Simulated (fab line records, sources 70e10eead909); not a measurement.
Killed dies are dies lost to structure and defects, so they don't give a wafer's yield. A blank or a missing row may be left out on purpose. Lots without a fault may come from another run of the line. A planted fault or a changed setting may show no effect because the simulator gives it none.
Which tool did it? | flow nand_harc | 11 lots, 33 wafers sampled, at 2 steps of a route of 1302

WHAT THE GAUGES READ, wafer by wafer
NHARC_A_CONTACT_CD_MEAS_80.
lot  | measured     | on        | cd_nm (nm)
L075 | day 22 16:02 | cd_sem-02 | 290.5 290.2 290.3
L078 | day 23 10:05 | cd_sem-01 | 290.4 290.3 290.3
L079 | day 23 11:49 | cd_sem-03 | 289.5 289.0 289.1
L080 | day 25 03:23 | cd_sem-02 | 289.6 289.5 289.9
L083 | day 26 05:10 | cd_sem-02 | 291.5 291.4 291.6
L085 | day 27 02:44 | cd_sem-03 | 290.1 289.7 290.4
L090 | day 28 10:01 | cd_sem-02 | 290.2 290.1 290.0
L089 | day 28 13:33 | cd_sem-03 | 289.7 289.4 289.6
L092 | day 29 11:28 | cd_sem-01 | 289.3 290.2 289.1
L093 | day 30 04:41 | cd_sem-02 | 291.0 290.4 291.3
L096 | day 31 11:25 | cd_sem-03 | 289.7 290.3 290.1

WHICH TOOL RAN EACH LOT (tool, then ch and the chambers of the sampled wafers, then the start)
lot  | NHARC_A_CONTACT_ETCH_77
L075 | rie_diel-03 ch 0,1,2, day 22 16:02 or earlier
L078 | rie_diel-11 ch 2,3, day 23 10:05 or earlier
L079 | rie_diel-11 ch 1,2, day 23 11:49 or earlier
L080 | rie_diel-03 ch 0,1,2, day 25 03:23 or earlier
L083 | rie_diel-11 ch 1,2,3, day 26 05:10 or earlier
L085 | rie_diel-11 ch 1,2, day 27 02:44 or earlier
L090 | rie_diel-10 ch 0,1,2, day 28 10:01 or earlier
L089 | rie_diel-03 ch 1,3, day 28 13:33 or earlier
L092 | rie_diel-11 ch 0,1,3, day 29 11:28 or earlier
L093 | rie_diel-11 ch 0,1,2, day 30 04:41 or earlier
L096 | rie_diel-11 ch 1,2, day 31 11:25 or earlier
- NHARC_A_CONTACT_ETCH_77: etches the open film in CF4/CHF3, target depth 108.9 nm, time 54.5 s.

THE ANSWER, worked out from the rows above alone
Rule: what is usual is taken from the lots themselves. Put in order of their means at a reading, lots are off if they are a third of the lots or fewer, leave a main group of 4 or more, and stand apart from it by a gap of 3 or more times the standard deviation of the main group's means; of several such gaps the widest counts. A main group whose means are all the same, to the digits that the tables above print for the reading, isn't used. A lot without any number at a reading at which 4 lots or more have one is off too. The other lots that the step has rows for count as sound.
No lot is off at any reading shown: from this, nothing can be told.

WHAT THE SIMULATOR HAD PUT IN
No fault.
